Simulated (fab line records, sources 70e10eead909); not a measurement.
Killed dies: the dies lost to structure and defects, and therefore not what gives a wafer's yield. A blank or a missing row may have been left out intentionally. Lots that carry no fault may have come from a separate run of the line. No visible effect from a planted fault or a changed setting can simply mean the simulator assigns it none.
fab line records + flow nand_harc
[record]
- lots = 5
- wafers = 15
- last_day = 32
route steps=1302 shown A_SLIT@940 A_SIN_REMOVE@947 A_WL_FILL@952 END@1302
lots untouched by any fault: they come from a run of this same line in which no faults occurred
start_h: hours from the record's opening day to when the first of the lot's shown wafers began + wait_h: hours from the lot's prior step to this one + " the same as in the row above + L1.1+2: a single row standing in for several wafers + - no value, or no start given + * or withheld: withheld + < > ~ a bound
route shown NAME@n: a module of which the file shows steps, and the number in the route of the first + usual: the fault-free wafers' mean and standard deviation + same: alike in all rows + chamber/n: place in a boat + sites: the reading at each site + _std_site: standard deviation of those values + _edge_site: inner sites' mean taken away from outer sites' mean + radius_mm: for every site, how far away it sits from the centre of the wafer + mask NAME#n: copy n + behind: the most recent tool/chamber to have shaped the wafer + hold: why the lot was held/for how many hours/how that ended + device: whichever transistor did not switch (one of n, p or np) + end of line: the tests these same wafers got at the end of their route + where a step has no rows: the recipe by itself + killed: dies that structure and defects cost at the first sort, which is not the same as the wafer's yield + map: dies across one wafer; x = killed, . = not, _ = none there
set.NAME: the setting the step ran with; set.NAME@STEP: the setting that earlier step ran with + model.NAME: the simulator's own value behind a step, which no gauge read
lots at selected steps of the route; one table per step, one row per wafer
services: a tool's chamber out of use, with start hour (start_h, from the record's first day; less than 0 if before it), hours out, and reason
[[steps]]
[step NHARC_A_SLIT_ETCH_26]
[recipe]
- bias_v = 400
- source_w = 2000
- pressure_mtorr = 25
- time_s = 90
- ar_flow_sccm = 375
- c4f8_flow_sccm = 41.7
- o2_flow_sccm = 83.3
- target_depth_a = 4000
- chemistry = C4F8/O2/Ar
[usual]
- chamber_pressure_mTorr = 25.002/0.023
- drypump_motor_current_A = 6.1/0.46
- showerhead_plenum_p_Torr = 3.65/0.17
- throttle_valve_pct = 27.620/0.01
| lot.wafer | tool        | chamber | start_h | wait_h | chamber_pressure_mTorr | drypump_motor_current_A | rf_hours_counter_h | showerhead_plenum_p_Torr | throttle_valve_pct |
|-----------|-------------|---------|---------|--------|------------------------|-------------------------|--------------------|--------------------------|--------------------|
| L831.1    | har_etch-01 | 1       | 466.81  | 3.0    | 25.052                 | 6.4                     | 260                | 3.68                     | 27.607             |
| L831.4    | "           | 1       | "       | "      | 24.955                 | 6.4                     | -                  | 3.68                     | 27.620             |
| L831.3    | "           | 0       | "       | "      | 25.001                 | 6.6                     | -                  | 3.49                     | 27.614             |
| L835.2    | har_etch-01 | 0       | 485.86  | 3.0    | 24.989                 | 6.5                     | 271                | 3.48                     | 27.612             |
| L835.4    | "           | 1       | "       | "      | 24.989                 | 6.4                     | -                  | 3.67                     | 27.602             |
| L835.5    | "           | 1       | "       | "      | 25.000                 | 6.4                     | -                  | 3.67                     | 27.622             |
| L836.1    | har_etch-01 | 0       | 519.18  | 2.5    | 25.009                 | 6.6                     | 294                | 3.47                     | 27.622             |
| L836.4    | "           | 1       | "       | "      | 25.041                 | 6.4                     | -                  | 3.66                     | 27.640             |
| L836.6    | "           | 1       | "       | "      | 25.004                 | 6.4                     | -                  | 3.66                     | 27.605             |
| L847.2    | har_etch-01 | 0       | 631.67  | 3.0    | 24.975                 | 6.5                     | 359                | 3.44                     | 27.633             |
| L847.1    | "           | 1       | "       | "      | 24.981                 | 6.4                     | 359                | 3.62                     | 27.628             |
| L847.6    | "           | 1       | "       | "      | 24.982                 | 6.4                     | -                  | 3.62                     | 27.623             |
| L851.1    | har_etch-02 | 0       | 655.61  | 3.0    | 25.022                 | 5.5                     | 160                | 3.57                     | 27.616             |
| L851.4    | "           | 0       | "       | "      | 24.996                 | 5.5                     | -                  | 3.57                     | 27.615             |
| L851.6    | "           | 0       | "       | "      | 25.037                 | 5.5                     | -                  | 3.57                     | 27.612             |
[step NHARC_A_SLIT_STRIP_28]
[recipe]
- o2_flow_sccm = 400
- cos_flow_sccm = 20
- ar_flow_sccm = 0
- bias_w = 0
- chemistry = O2/COS
[step NHARC_A_SLIT_ETCH_29]
[recipe]
- target_depth_a = 1000
- overetch_a = 100
- time_s = 55
- ion_energy_ev = 100
- cf4_flow_sccm = 80
- o2_flow_sccm = 20
- ar_flow_sccm = 0
- rf_w = 300
- bias_w = 100
- chemistry = CF4/O2
[usual]
- chamber_pressure_mTorr = 30.000/0.028
- drypump_motor_current_A = 6.0/0.42
- oes_product_au = 0.996/0.013
- rf_vpp_V = 197.6/1.1
- showerhead_plenum_p_Torr = 1.33/0.038
- throttle_valve_pct = 13.397/0.0094
| lot.wafer | tool        | chamber | start_h | wait_h | chamber_pressure_mTorr | drypump_motor_current_A | oes_product_au | rf_hours_counter_h | rf_vpp_V | showerhead_plenum_p_Torr | throttle_valve_pct |
|-----------|-------------|---------|---------|--------|------------------------|-------------------------|----------------|--------------------|----------|--------------------------|--------------------|
| L831.3    | rie_diel-03 | 3       | 467.71  | 0.1    | 29.990                 | 5.7                     | 0.995          | 0                  | 197.1    | 1.28                     | 13.395             |
| L831.1    | "           | 0       | "       | "      | 30.036                 | 6.6                     | 1.008          | 0                  | 199.1    | 1.36                     | 13.391             |
| L831.4    | "           | 0       | "       | "      | 29.974                 | 6.6                     | 1.003          | -                  | 197.3    | 1.36                     | 13.402             |
| L835.4    | rie_diel-09 | 2       | 486.75  | 0.1    | 30.048                 | 6.0                     | 1.003          | 12                 | 197.5    | 1.38                     | 13.395             |
| L835.2    | "           | 0       | "       | "      | 30.013                 | 5.6                     | 0.970          | 12                 | 197.1    | 1.28                     | 13.390             |
| L835.5    | "           | 1       | "       | "      | 29.967                 | 6.2                     | 0.992          | -                  | 197.0    | 1.35                     | 13.385             |
| L836.1    | rie_diel-09 | 3       | 520.04  | 0.1    | 29.996                 | 6.3                     | 0.991          | 0                  | 197.5    | 1.33                     | 13.397             |
| L836.4    | "           | 1       | "       | "      | 29.983                 | 6.1                     | 0.972          | 0                  | 197.5    | 1.35                     | 13.384             |
| L836.6    | "           | 0       | "       | "      | 30.028                 | 5.6                     | 1.009          | -                  | 195.7    | 1.28                     | 13.388             |
| L847.2    | rie_diel-12 | 2       | 632.55  | 0.1    | 30.041                 | 5.2                     | 1.011          | 0                  | 197.4    | 1.29                     | 13.398             |
| L847.1    | "           | 3       | "       | "      | 29.986                 | 6.7                     | 1.030          | 0                  | 199.2    | 1.32                     | 13.397             |
| L847.6    | "           | 3       | "       | "      | 30.019                 | 6.6                     | 1.023          | -                  | 197.5    | 1.32                     | 13.397             |
| L851.1    | rie_diel-03 | 1       | 656.49  | 0.1    | 30.009                 | 6.0                     | 0.992          | 1                  | 199.7    | 1.37                     | 13.401             |
| L851.4    | "           | 0       | "       | "      | 29.985                 | 6.6                     | 1.011          | 1                  | 197.6    | 1.35                     | 13.417             |
| L851.6    | "           | 1       | "       | "      | 29.957                 | 6.0                     | 0.992          | -                  | 198.9    | 1.37                     | 13.379             |
[step NHARC_A_SLIT_STRIP_18]
[recipe]
- o2_flow_sccm = 500
- ar_flow_sccm = 0
- bias_w = 0
- chemistry = O2
[usual]
- chamber_pressure_mTorr = 60.00/0.056
- drypump_motor_current_A = 6.0/0.42
- oes_product_au = 0.995/0.013
- rf_vpp_V = 57.7/0.81
- showerhead_plenum_p_Torr = 3.51/0.097
- throttle_valve_pct = 17.036/0.009
| lot.wafer | tool        | chamber | start_h | wait_h | chamber_pressure_mTorr | drypump_motor_current_A | oes_product_au | rf_hours_counter_h | rf_vpp_V | showerhead_plenum_p_Torr | throttle_valve_pct |
|-----------|-------------|---------|---------|--------|------------------------|-------------------------|----------------|--------------------|----------|--------------------------|--------------------|
| L831.3    | rie_diel-03 | 0       | -       | -      | 59.91                  | 6.6                     | 1.016          | 0                  | 58.7     | 3.58                     | 17.037             |
| L831.1    | "           | 3       | "       | "      | 59.97                  | 5.8                     | 1.005          | 0                  | 57.8     | 3.39                     | 17.032             |
| L831.4    | "           | 3       | "       | "      | 59.95                  | 5.8                     | 0.995          | -                  | 56.8     | 3.39                     | 17.016             |
| L835.2    | rie_diel-09 | 3       | -       | -      | 60.03                  | 6.3                     | 0.987          | 11                 | 57.5     | 3.51                     | 17.046             |
| L835.4    | "           | 0       | "       | "      | 60.01                  | 5.6                     | 0.974          | 12                 | 56.1     | 3.38                     | 17.023             |
| L835.5    | "           | 1       | "       | "      | 60.04                  | 6.2                     | 0.990          | -                  | 57.0     | 3.56                     | 17.040             |
| L836.4    | rie_diel-09 | 1       | -       | -      | 59.95                  | 6.2                     | 0.974          | 0                  | 58.4     | 3.56                     | 17.043             |
| L836.1    | "           | 3       | "       | "      | 59.92                  | 6.3                     | 0.984          | 0                  | 58.6     | 3.51                     | 17.036             |
| L836.6    | "           | 2       | "       | "      | 59.95                  | 6.0                     | 0.986          | -                  | 58.1     | 3.64                     | 17.031             |
| L847.2    | rie_diel-12 | 0       | -       | -      | 59.97                  | 5.6                     | 0.995          | 0                  | 57.4     | 3.62                     | 17.034             |
| L847.1    | "           | 1       | "       | "      | 59.99                  | 6.0                     | 0.990          | 0                  | 58.5     | 3.47                     | 17.039             |
| L847.6    | "           | 3       | "       | "      | 59.98                  | 6.7                     | 1.006          | -                  | 58.2     | 3.50                     | 17.020             |
| L851.1    | rie_diel-03 | 0       | -       | -      | 60.04                  | 6.6                     | 1.001          | 1                  | 58.5     | 3.58                     | 17.043             |
| L851.4    | "           | 2       | "       | "      | 59.96                  | 5.6                     | 0.989          | 1                  | 58.5     | 3.36                     | 17.036             |
| L851.6    | "           | 0       | "       | "      | 60.00                  | 6.6                     | 1.001          | -                  | 56.7     | 3.58                     | 17.031             |
[step NHARC_A_SLIT_PRECLEAN_19]
[recipe]
- time_s = *
- temp_c = 50
- bath_age_min = 0
- chemistry = SC1
[step NHARC_A_SLIT_SRD_20]
[step NHARC_A_SLIT_CD_MEAS_21]
[usual]
- cd_nm = 289.9/0.96
| lot.wafer | tool      | chamber | start_h | wait_h | cd_nm |
|-----------|-----------|---------|---------|--------|-------|
| L831.1    | cd_sem-01 | -       | 468.31  | -      | 291.0 |
| L831.3    | "         | -       | "       | "      | 290.2 |
| L831.4    | "         | -       | "       | "      | 291.0 |
| L835.2    | cd_sem-02 | -       | 487.29  | -      | 289.6 |
| L835.4    | "         | -       | "       | "      | 288.6 |
| L835.5    | "         | -       | "       | "      | 288.9 |
| L836.1    | cd_sem-03 | -       | 520.57  | -      | 290.3 |
| L836.4    | "         | -       | "       | "      | 289.3 |
| L836.6    | "         | -       | "       | "      | 290.0 |
| L847.1    | cd_sem-02 | -       | 633.09  | -      | 290.0 |
| L847.2    | "         | -       | "       | "      | 290.0 |
| L847.6    | "         | -       | "       | "      | 290.0 |
| L851.1    | cd_sem-03 | -       | 657.03  | -      | 290.0 |
| L851.4    | "         | -       | "       | "      | 291.3 |
| L851.6    | "         | -       | "       | "      | 289.9 |
[step NHARC_A_SIN_REMOVE_WET_00]
[recipe]
- temp_c = 160
- time_s = 15300
- chemistry = H3PO4
[step NHARC_A_SIN_REMOVE_PRECLEAN_01]
[recipe]
- time_s = *
- temp_c = 50
- bath_age_min = 0
- chemistry = SC1
[step NHARC_A_SIN_REMOVE_SRD_02]
[step NHARC_A_SIN_REMOVE_INSPECT_04]
[usual]
- raw_defect_count = 386/77
| lot.wafer | tool              | chamber | start_h | wait_h | raw_defect_count |
|-----------|-------------------|---------|---------|--------|------------------|
| L831.1    | defect_inspect-01 | -       | 473.37  | 0.0    | 551              |
| L831.3    | "                 | -       | "       | "      | 550              |
| L831.4    | "                 | -       | "       | "      | 512              |
| L835.2    | defect_inspect-01 | -       | 493.97  | 0.0    | 448              |
| L835.4    | "                 | -       | "       | "      | 333              |
| L835.5    | "                 | -       | "       | "      | 363              |
| L836.1    | defect_inspect-02 | -       | 526.11  | 0.0    | 349              |
| L836.4    | "                 | -       | "       | "      | 381              |
| L836.6    | "                 | -       | "       | "      | 350              |
| L847.1    | defect_inspect-01 | -       | 639.02  | 0.0    | 493              |
| L847.2    | "                 | -       | "       | "      | 467              |
| L847.6    | "                 | -       | "       | "      | 446              |
| L851.1    | defect_inspect-02 | -       | 663.49  | 0.1    | 275              |
| L851.4    | "                 | -       | "       | "      | 253              |
| L851.6    | "                 | -       | "       | "      | 347              |
[step NHARC_A_WL_FILL_ALD_00]
[recipe]
- target_thk_a = 30
- pulse_time_s = 3
- ald_cycles = 30
- temp_c = 300
- material = Al2O3
[usual]
- ald_cycles = 30/0
- heater_power_w = 479/51
- precursor_pulse_height_rel = 0.998/0.019
| lot.wafer | tool      | chamber | start_h | wait_h | ald_cycles | heater_power_w | precursor_pulse_height_rel |
|-----------|-----------|---------|---------|--------|------------|----------------|----------------------------|
| L831.4    | ald_hk-04 | 0       | 473.44  | 0.1    | 30         | 501            | 1.026                      |
| L831.3    | "         | 2       | "       | "      | 30         | 563            | 1.013                      |
| L831.1    | "         | 3       | "       | "      | 30         | 468            | 0.987                      |
| L835.4    | ald_hk-04 | 1       | 494.04  | 0.1    | 30         | 519            | 1.028                      |
| L835.2    | "         | 3       | "       | "      | 42         | 466            | 0.987                      |
| L835.5    | "         | 2       | "       | "      | 30         | 569            | 0.993                      |
| L836.1    | ald_hk-02 | 3       | 526.20  | 0.1    | 30         | 455            | 1.010                      |
| L836.4    | "         | 0       | "       | "      | 30         | 444            | 0.950                      |
| L836.6    | "         | 2       | "       | "      | 30         | 386            | 0.967                      |
| L847.1    | ald_hk-02 | 0       | 639.30  | 0.3    | 30         | 465            | 1.026                      |
| L847.2    | "         | 1       | "       | "      | 30         | 492            | 0.995                      |
| L847.6    | "         | 3       | "       | "      | 30         | 431            | 1.014                      |
| L851.4    | ald_hk-02 | 3       | 663.74  | 0.2    | 30         | 435            | 0.971                      |
| L851.1    | "         | 1       | "       | "      | 30         | 485            | 0.992                      |
| L851.6    | "         | 2       | "       | "      | 30         | 401            | 0.980                      |
[step NHARC_A_WL_FILL_RTA_01]
[recipe]
- temp_c = 1000
- time_s = 5
[usual]
- anneal_temp_c_max = 1006.7/1.1
- lamp_power_pct = 28.9/1.7
- lamp_zone_3_pct = 28.9/1.7
- wafer_temp_C_max = 1004.7/1.4
| lot.wafer | tool          | chamber | start_h | wait_h | anneal_temp_c_max | lamp_power_pct | lamp_zone_3_pct | wafer_temp_C_max |
|-----------|---------------|---------|---------|--------|-------------------|----------------|-----------------|------------------|
| L831.1    | rtp_anneal-01 | 0       | 473.70  | -      | 1006.5            | 30.8           | 30.8            | 1003.1           |
| L831.3    | "             | 0       | "       | "      | 1006.3            | 30.7           | 30.8            | 1002.8           |
| L831.4    | "             | 0       | "       | "      | 1006.6            | 30.7           | 30.8            | 1003.1           |
| L835.2    | rtp_anneal-01 | 0       | 494.50  | 0.3    | 1007.0            | 30.8           | 30.8            | 1004.7           |
| L835.4    | "             | 0       | "       | "      | 1008.2            | 30.8           | 30.8            | 1003.4           |
| L835.5    | "             | 0       | "       | "      | 1007.9            | 30.8           | 30.8            | 1004.7           |
| L836.1    | rtp_anneal-02 | 0       | 526.44  | -      | 1006.4            | 27.3           | 27.3            | 1007.3           |
| L836.4    | "             | 0       | "       | "      | 1007.7            | 27.2           | 27.3            | 1007.5           |
| L836.6    | "             | 0       | "       | "      | 1006.1            | 27.3           | 27.3            | 1005.3           |
| L847.1    | rtp_anneal-01 | 0       | 639.52  | -      | 1009.4            | 30.7           | 30.7            | 1003.0           |
| L847.2    | "             | 0       | "       | "      | 1006.8            | 30.7           | 30.8            | 1003.7           |
| L847.6    | "             | 0       | "       | "      | 1007.0            | 30.7           | 30.8            | 1003.5           |
| L851.1    | rtp_anneal-02 | 0       | 663.98  | -      | 1005.9            | 27.3           | 27.3            | 1006.0           |
| L851.4    | "             | 0       | "       | "      | 1007.1            | 27.3           | 27.3            | 1004.6           |
| L851.6    | "             | 0       | "       | "      | 1007.5            | 27.3           | 27.3            | 1005.5           |
[step NHARC_END_SORT_01]
[recipe]
- temp_c = 25
[usual]
- killed_at_array = 54/12
- killed_at_other = 0.7/1.1
- killed_at_periphery = 3.9/2.8
- killed_dies = 59/13
- killed_open = 3.4/2
- killed_short = 2.5/1.7
[same]
- gross_dies = 677
| lot.wafer | tool      | chamber | start_h | wait_h | killed_at_array | killed_at_other | killed_at_periphery | killed_dies | killed_open | killed_short |
|-----------|-----------|---------|---------|--------|-----------------|-----------------|---------------------|-------------|-------------|--------------|
| L835.2    | prober-02 | 0       | 592.41  | 2.8    | 68              | 0               | 3                   | 71          | 1           | 2            |
| L835.4    | prober-02 | 0       | 594.00  | 3.4    | 65              | 0               | 9                   | 74          | 3           | 3            |
| L835.5    | prober-02 | 0       | 594.79  | 3.7    | 71              | 0               | 5                   | 76          | 4           | 2            |
| L836.1    | prober-02 | 0       | 622.67  | 2.5    | 46              | 0               | 5                   | 51          | 3           | 3            |
| L836.4    | prober-02 | 0       | 625.05  | 3.4    | 54              | 0               | 1                   | 55          | 5           | 8            |
| L836.6    | prober-02 | 0       | 626.63  | 4.0    | 47              | 1               | 3                   | 51          | 2           | 2            |
// killed by level:class
L835.2 A_SLIT:chamber_film_flake=28 A_CHANNEL_HOLE_D2:chamber_film_flake=25 A_STAIRCASE:chamber_film_flake=4 A_CONTACT:chamber_film_flake=3 P_M2:chamber_film_flake=2 A_CHANNEL_FILL_D2:chamber_film_flake=2 A_M1:chamber_film_flake=2 A_SGD_CUT:geometric_particle:short=1
L835.4 A_CHANNEL_HOLE_D2:chamber_film_flake=24 A_SLIT:chamber_film_flake=20 A_CONTACT:chamber_film_flake=8 A_CHANNEL_HOLE_D1:chamber_film_flake=6 P_M2:chamber_film_flake=3 A_STAIRCASE:chamber_film_flake=3 P_STI:chamber_film_flake=2 P_STI:geometric_particle:open=1
L835.5 A_CHANNEL_HOLE_D2:chamber_film_flake=29 A_SLIT:chamber_film_flake=15 A_CONTACT:chamber_film_flake=7 P_M2:chamber_film_flake=4 A_STAIRCASE:chamber_film_flake=4 A_M0:geometric_particle:open=3 A_CHANNEL_HOLE_D1:chamber_film_flake=3 A_DECK1_JOINT:chamber_film_flake=3
L836.1 A_SLIT:chamber_film_flake=19 A_CHANNEL_HOLE_D2:chamber_film_flake=7 A_STAIRCASE:chamber_film_flake=5 A_BONDPAD:chamber_film_flake=4 A_CHANNEL_HOLE_D1:chamber_film_flake=3 A_ONON_D1:geometric_particle:open=2 A_CONTACT:chamber_film_flake=2 P_M0:geometric_particle:short=1
L836.4 A_SLIT:chamber_film_flake=20 A_CHANNEL_HOLE_D2:chamber_film_flake=9 A_STAIRCASE:chamber_film_flake=6 A_M0:geometric_particle:short=3 A_BONDPAD:chamber_film_flake=3 A_CONTACT:chamber_film_flake=2 A_ONON_D1:geometric_particle:open=1 A_ONON_D2:geometric_particle:short=1
L836.6 A_SLIT:chamber_film_flake=27 A_CHANNEL_HOLE_D2:chamber_film_flake=7 A_STAIRCASE:chamber_film_flake=5 A_CHANNEL_HOLE_D1:chamber_film_flake=2 A_BONDPAD:chamber_film_flake=2 P_CONTACT:geometric_particle:open=1 P_CONTACT:geometric_particle:short=1 A_ONON_D1:geometric_particle:open=1
[[services]]
| tool        | chamber | start_h | hours | kind       |
|-------------|---------|---------|-------|------------|
| rie_diel-12 | -       | 445.40  | 9.0   | pm         |
| rie_diel-09 | 0       | 451.60  | -     | clean      |
| rie_diel-09 | 1       | 451.60  | -     | clean      |
| rie_diel-09 | 2       | 451.60  | -     | clean      |
| rie_diel-09 | 3       | 451.60  | -     | clean      |
| rie_diel-03 | 1       | 453.88  | 16.1  | repair     |
| rie_diel-03 | -       | 458.38  | 9.0   | pm         |
| rie_diel-03 | 0       | 458.38  | 9.0   | vent_cycle |
| rie_diel-03 | 2       | 458.38  | 9.0   | vent_cycle |
| rie_diel-03 | 3       | 458.38  | 9.0   | vent_cycle |
| rie_diel-12 | 2       | 477.75  | 9.0   | repair     |
| rie_diel-09 | -       | 497.10  | 9.0   | pm         |
| rie_diel-03 | 0       | 498.40  | 35.4  | repair     |
| rie_diel-12 | 1       | 503.73  | 2.2   | repair     |
| ald_hk-02   | -       | 527.95  | 10.0  | pm         |
| rie_diel-03 | 3       | 535.08  | 7.8   | repair     |
| rie_diel-12 | 3       | 544.68  | 7.4   | repair     |
| rie_diel-12 | 2       | 568.79  | 6.8   | repair     |
| rie_diel-12 | 0       | 609.59  | 7.3   | repair     |
| ald_hk-04   | -       | 619.11  | 10.0  | pm         |
| rie_diel-03 | 0       | 619.12  | 6.5   | repair     |
| rie_diel-12 | -       | 622.40  | 9.0   | pm         |
| rie_diel-03 | -       | 635.38  | 9.0   | pm         |
| rie_diel-03 | 3       | 647.27  | 1.7   | repair     |
[[key]]
[first_sign]
- step = NHARC_A_WL_FILL_ALD_00
- reading = ald_cycles
- direction = up
- sigmas = 99+
- usual = 30
- struck = 42
effect none on later readings
met_at NHARC_A_WL_FILL_ALD_00
struck_wafers L835.2
tester_left_out L835
onset_between 473.44 494.04
[fault]
- kind = process_parameter_drift
- tool = ald_hk-04
- chamber = -
- onset_h = 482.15
- steps = NHARC_A_WL_FILL_ALD_00
- channel = ald_cycles
- offset = 12
- shape = step
- end_h = 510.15
- scope = struck_wafers_only
- acts_in = these_recipes_only
- stated = 30
// tester_left_out: of these lots the tester's yield and bins aren't shown, on N5 and GAA mostly nor the transistor test; their killed dies are dies lost to structure and defects alone, not to doping, threshold or leakage, so they don't give the yield
